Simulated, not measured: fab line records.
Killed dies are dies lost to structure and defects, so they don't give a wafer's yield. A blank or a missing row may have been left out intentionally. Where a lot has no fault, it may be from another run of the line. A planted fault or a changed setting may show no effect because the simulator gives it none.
The tool behind it: which one? / flow nand_harc / 72 wafers from 24 lots sampled at 2 of the route's 1302 steps

== WHAT THE GAUGES READ, wafer by wafer ==
NHARC_P_M0_CD_MEAS_16.
lot=L074; measured=day 5 23:07; on=cd_sem-03; cd_nm (nm)=88.4 89.8 88.5
lot=L075; measured=day 6 12:38; on=cd_sem-01; cd_nm (nm)=88.4 90.4 87.9
lot=L076; measured=day 6 23:44; on=cd_sem-01; cd_nm (nm)=89.9 89.5 90.3
lot=L077; measured=day 7 07:55; on=cd_sem-03; cd_nm (nm)=88.0 90.4 88.7
lot=L078; measured=day 7 21:47; on=cd_sem-01; cd_nm (nm)=90.0 89.7 89.5
lot=L079; measured=day 8 10:47; on=cd_sem-02; cd_nm (nm)=92.1 90.0 91.4
lot=L080; measured=day 8 15:13; on=cd_sem-01; cd_nm (nm)=90.0 89.5 90.2
lot=L081; measured=day 9 00:56; on=cd_sem-03; cd_nm (nm)=89.8 90.6 90.1
lot=L082; measured=day 9 16:28; on=cd_sem-03; cd_nm (nm)=88.4 89.6 89.9
lot=L083; measured=day 10 02:44; on=cd_sem-03; cd_nm (nm)=89.0 89.8 89.6
lot=L085; measured=day 10 16:32; on=cd_sem-01; cd_nm (nm)=89.5 89.5 90.2
lot=L084; measured=day 10 18:49; on=cd_sem-01; cd_nm (nm)=90.5 88.1 89.8
lot=L086; measured=day 11 03:43; on=cd_sem-03; cd_nm (nm)=88.8 89.8 89.2
lot=L087; measured=day 11 10:42; on=cd_sem-03; cd_nm (nm)=89.3 89.5 89.5
lot=L088; measured=day 12 03:08; on=cd_sem-03; cd_nm (nm)=89.2 90.5 89.5
lot=L089; measured=day 12 08:55; on=cd_sem-02; cd_nm (nm)=90.4 91.5 91.1
lot=L090; measured=day 12 20:46; on=cd_sem-01; cd_nm (nm)=89.0 90.3 89.8
lot=L091; measured=day 13 08:07; on=cd_sem-01; cd_nm (nm)=88.2 88.3 88.7
lot=L092; measured=day 13 12:58; on=cd_sem-03; cd_nm (nm)=88.6 90.2 89.4
lot=L093; measured=day 13 23:43; on=cd_sem-02; cd_nm (nm)=89.5 88.5 89.1
lot=L095; measured=day 14 18:17; on=cd_sem-02; cd_nm (nm)=88.1 89.6 88.4
lot=L094; measured=day 14 22:03; on=cd_sem-01; cd_nm (nm)=89.9 89.0 91.5
lot=L096; measured=day 15 08:56; on=cd_sem-01; cd_nm (nm)=89.0 89.3 88.7
lot=L097; measured=day 16 01:02; on=cd_sem-03; cd_nm (nm)=90.4 91.8 89.9

== TOOL THAT RAN EACH LOT (tool first, then ch and the chambers of the sampled wafers, then the start) ==
lot=L074; NHARC_P_CONTACT_ALD_22=ald_metal-01 ch 0,1,3, day 5 20:30
lot=L075; NHARC_P_CONTACT_ALD_22=ald_metal-04 ch 1,2, day 6 09:57
lot=L076; NHARC_P_CONTACT_ALD_22=ald_metal-04 ch 2,3, day 6 20:52
lot=L077; NHARC_P_CONTACT_ALD_22=ald_metal-02 ch 0,1,2, day 7 05:11
lot=L078; NHARC_P_CONTACT_ALD_22=ald_metal-04 ch 0,1,2, day 7 19:15
lot=L079; NHARC_P_CONTACT_ALD_22=ald_metal-04 ch 0,2,3, day 8 08:11
lot=L080; NHARC_P_CONTACT_ALD_22=ald_metal-01 ch 0,2, day 8 12:26
lot=L081; NHARC_P_CONTACT_ALD_22=ald_metal-04 ch 0,2,3, day 8 22:16
lot=L082; NHARC_P_CONTACT_ALD_22=ald_metal-04 ch 0,1, day 9 13:58
lot=L083; NHARC_P_CONTACT_ALD_22=ald_metal-02 ch 1,2, day 9 23:50
lot=L085; NHARC_P_CONTACT_ALD_22=ald_metal-02 ch 1,2, day 10 13:53
lot=L084; NHARC_P_CONTACT_ALD_22=ald_metal-01 ch 1,2,3, day 10 16:18
lot=L086; NHARC_P_CONTACT_ALD_22=ald_metal-01 ch 1,2,3, day 11 01:04
lot=L087; NHARC_P_CONTACT_ALD_22=ald_metal-04 ch 0,2,3, day 11 07:32
lot=L088; NHARC_P_CONTACT_ALD_22=ald_metal-02 ch 1,3, day 12 00:19
lot=L089; NHARC_P_CONTACT_ALD_22=ald_metal-04 ch 1,3, day 12 06:16
lot=L090; NHARC_P_CONTACT_ALD_22=ald_metal-04 ch 0,2,3, day 12 17:59
lot=L091; NHARC_P_CONTACT_ALD_22=ald_metal-04 ch 0,1,3, day 13 05:27
lot=L092; NHARC_P_CONTACT_ALD_22=ald_metal-01 ch 0,2,3, day 13 10:17
lot=L093; NHARC_P_CONTACT_ALD_22=ald_metal-01 ch 1,2,3, day 13 21:04
lot=L095; NHARC_P_CONTACT_ALD_22=ald_metal-01 ch 0,1,2, day 14 15:31
lot=L094; NHARC_P_CONTACT_ALD_22=ald_metal-04 ch 0,3, day 14 19:22
lot=L096; NHARC_P_CONTACT_ALD_22=ald_metal-02 ch 0,1,2, day 15 06:18
lot=L097; NHARC_P_CONTACT_ALD_22=ald_metal-04 ch 0,1,2, day 15 22:22
- NHARC_P_CONTACT_ALD_22: deposits TiN, target thk 3 nm, pulse time 1 s, ald cycles 150.

== AS READ BY THE TOOLS THEMSELVES (means over the sampled wafers that have a number; for cases with no such wafer, the mark the record gives instead) ==
NHARC_P_CONTACT_ALD_22.
lot=L074; tool=ald_metal-01; heater_power_outer_w (W)=660; heater_power_w (W)=1064; precursor_pulse_height_rel=0.985
lot=L075; tool=ald_metal-04; heater_power_outer_w (W)=714; heater_power_w (W)=1230; precursor_pulse_height_rel=1.000
lot=L076; tool=ald_metal-04; heater_power_outer_w (W)=702; heater_power_w (W)=1174; precursor_pulse_height_rel=1.003
lot=L077; tool=ald_metal-02; heater_power_outer_w (W)=762; heater_power_w (W)=1190; precursor_pulse_height_rel=0.993
lot=L078; tool=ald_metal-04; heater_power_outer_w (W)=710; heater_power_w (W)=1197; precursor_pulse_height_rel=0.991
lot=L079; tool=ald_metal-04; heater_power_outer_w (W)=707; heater_power_w (W)=1164; precursor_pulse_height_rel=1.002
lot=L080; tool=ald_metal-01; heater_power_outer_w (W)=653; heater_power_w (W)=1081; precursor_pulse_height_rel=0.982
lot=L081; tool=ald_metal-04; heater_power_outer_w (W)=712; heater_power_w (W)=1164; precursor_pulse_height_rel=0.987
lot=L082; tool=ald_metal-04; heater_power_outer_w (W)=671; heater_power_w (W)=1145; precursor_pulse_height_rel=0.996
lot=L083; tool=ald_metal-02; heater_power_outer_w (W)=803; heater_power_w (W)=1273; precursor_pulse_height_rel=1.009
lot=L085; tool=ald_metal-02; heater_power_outer_w (W)=794; heater_power_w (W)=1249; precursor_pulse_height_rel=0.998
lot=L084; tool=ald_metal-01; heater_power_outer_w (W)=630; heater_power_w (W)=1019; precursor_pulse_height_rel=1.004
lot=L086; tool=ald_metal-01; heater_power_outer_w (W)=626; heater_power_w (W)=1002; precursor_pulse_height_rel=0.979
lot=L087; tool=ald_metal-04; heater_power_outer_w (W)=700; heater_power_w (W)=1152; precursor_pulse_height_rel=0.986
lot=L088; tool=ald_metal-02; heater_power_outer_w (W)=713; heater_power_w (W)=1086; precursor_pulse_height_rel=0.993
lot=L089; tool=ald_metal-04; heater_power_outer_w (W)=668; heater_power_w (W)=1128; precursor_pulse_height_rel=1.013
lot=L090; tool=ald_metal-04; heater_power_outer_w (W)=714; heater_power_w (W)=1137; precursor_pulse_height_rel=1.002
lot=L091; tool=ald_metal-04; heater_power_outer_w (W)=678; heater_power_w (W)=1113; precursor_pulse_height_rel=1.010
lot=L092; tool=ald_metal-01; heater_power_outer_w (W)=630; heater_power_w (W)=1005; precursor_pulse_height_rel=1.005
lot=L093; tool=ald_metal-01; heater_power_outer_w (W)=620; heater_power_w (W)=1018; precursor_pulse_height_rel=0.990
lot=L095; tool=ald_metal-01; heater_power_outer_w (W)=661; heater_power_w (W)=1055; precursor_pulse_height_rel=1.011
lot=L094; tool=ald_metal-04; heater_power_outer_w (W)=699; heater_power_w (W)=1121; precursor_pulse_height_rel=0.989
lot=L096; tool=ald_metal-02; heater_power_outer_w (W)=725; heater_power_w (W)=1160; precursor_pulse_height_rel=1.000
lot=L097; tool=ald_metal-04; heater_power_outer_w (W)=716; heater_power_w (W)=1184; precursor_pulse_height_rel=0.991

== THE ANSWER, worked out from the rows above alone ==
Rule: the usual values come from the lots themselves. The widest of any qualifying gaps counts: lots, ordered by their means at a reading, are off when they make up no more than a third of the lots, leave a main group of 4 or more, and stand apart from it by 3 or more times the standard deviation of that group's means. If all means in a main group match to the digits the tables above print for the reading, that group is not used. A lot without any number at a reading at which 4 lots or more have one is off too. All remaining lots with rows at the step are treated as sound. After the gauges, taken in route order, come the tools' own readings; for these a lot's mean is taken, as printed above. The first step at which some lot is off is used, and at that step the reading that is off furthest; a lot without a number counts as furthest.
None of the lots is off at any reading shown; this tells nothing.

== WHAT WAS PUT IN BY THE SIMULATOR ==
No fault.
